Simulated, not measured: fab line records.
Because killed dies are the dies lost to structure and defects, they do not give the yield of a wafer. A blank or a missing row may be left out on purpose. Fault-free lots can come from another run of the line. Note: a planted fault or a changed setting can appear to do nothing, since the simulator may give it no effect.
Struck lot and sound lot, side by side -- flow nand_harc -- 17 out of 1159 route steps
Sound: these wafers, L712.1, L712.2, L712.3. Wafers struck: L720.2, L720.4, L720.6. The cause is given at the end.
Each step with rows lists, per side, the tool, then ch with its chambers, then its first start. Under that, the readings that differ: sound wafers -- struck wafers -- difference of the means -- sigmas: that difference in standard deviations of wafers without a fault.
alike: a reading whose means differ by less than 2 such deviations, as well as words and numbers matching on both sides. not compared: withheld readings; readings where some wafer has no value; bounds like >300 that might hide an equal value; numbers whose values overlap and for which the record gives no deviation.
Wherever a step has rows on one side only, a row that says differs or no value, or a row with sigmas, the two part there. Non-overlapping numbers with no deviation appear without sigmas and do not part them. A reading missing from all wafers of one side parts the sides only when that side holds two or more wafers.

NHARC_P_GATE_CD_MEAS_46: the cd target is 720 nm.
  sound on cd_sem-02 ch 0, day 5 19:43; struck on cd_sem-02 ch 0, day 8 15:43
  alike: cd_nm
then, 1 step without rows for these wafers: NHARC_P_GATE_HARDBAKE_47 (time 80 s).
NHARC_P_GATE_DESCUM_48: chemistry O2, time 3 s.
  sound on rie_diel-12 ch 1,2,3, day 5 19:52; struck on rie_diel-12 ch 0,2,3, day 8 15:53
  alike: drypump_motor_current_A, oes_product_au, rf_vpp_V, showerhead_plenum_p_Torr, throttle_valve_pct
  not compared: rf_hours_counter_h
next, for these wafers, 1 step has no rows: NHARC_P_GATE_IMPLANT_49.
NHARC_P_GATE_STRIP_111: strips in N2/H2, time 250 s.
  sound on plasma_asher-02 ch 0,1, day 5 20:16; struck on plasma_asher-01 ch 0,1, day 8 16:14
  alike: drypump_motor_current_A, heater_power_w
  not compared: rf_hours_counter_h
NHARC_P_GATE_STRIP_75: strips in O2.
  sound on plasma_asher-02 ch 0,1, day 5 20:34; struck on plasma_asher-01 ch 0,1, day 8 16:32
  alike: drypump_motor_current_A, heater_power_w
  not compared: rf_hours_counter_h
then, 6 steps without rows for these wafers: NHARC_P_GATE_STRIP_50 (strips in SPM, time 900 s); NHARC_P_GATE_DEHYDRATE_51 (time 120 s); NHARC_P_GATE_HMDS_52 (time 30 s); NHARC_P_GATE_COAT_53; NHARC_P_GATE_SOFTBAKE_54 (time 95 s); NHARC_P_GATE_EBR_55.
NHARC_P_GATE_EXPOSE_56: exposes mask P PSD, target cd 720 nm.
  sound on krf_scanner-01 ch 0, day 5 21:20; struck on krf_scanner-03 ch 0, day 8 17:22
reading,sound,struck,difference,sigmas
mask,P_PSD#0 P_PSD#0 P_PSD#0,P_PSD_R1#0 P_PSD_R1#0 P_PSD_R1#0,differs,
  alike: stage_vel_mm_s
then, 2 steps without rows for these wafers: NHARC_P_GATE_PEB_57 (peb time 85 s); NHARC_P_GATE_DEVELOP_58 (time 70 s).
NHARC_P_GATE_CD_MEAS_59: the cd target is 720 nm.
  sound on cd_sem-02 ch 0, day 5 21:29; struck on cd_sem-02 ch 0
reading,sound,struck,difference,sigmas
cd_nm (nm),718.8 717.4 717.2,780.1 781.1 783.0,+63.6,+40
  not compared: hold
NHARC_END_SORT_01:
  the record has rows for the sound wafers here (prober-02 ch 0, day 21 06:58) and none for the struck ones

WHERE THEY PART
First at NHARC_P_GATE_EXPOSE_56; last, within this record, at NHARC_END_SORT_01.

WHY: the cause the simulator had injected
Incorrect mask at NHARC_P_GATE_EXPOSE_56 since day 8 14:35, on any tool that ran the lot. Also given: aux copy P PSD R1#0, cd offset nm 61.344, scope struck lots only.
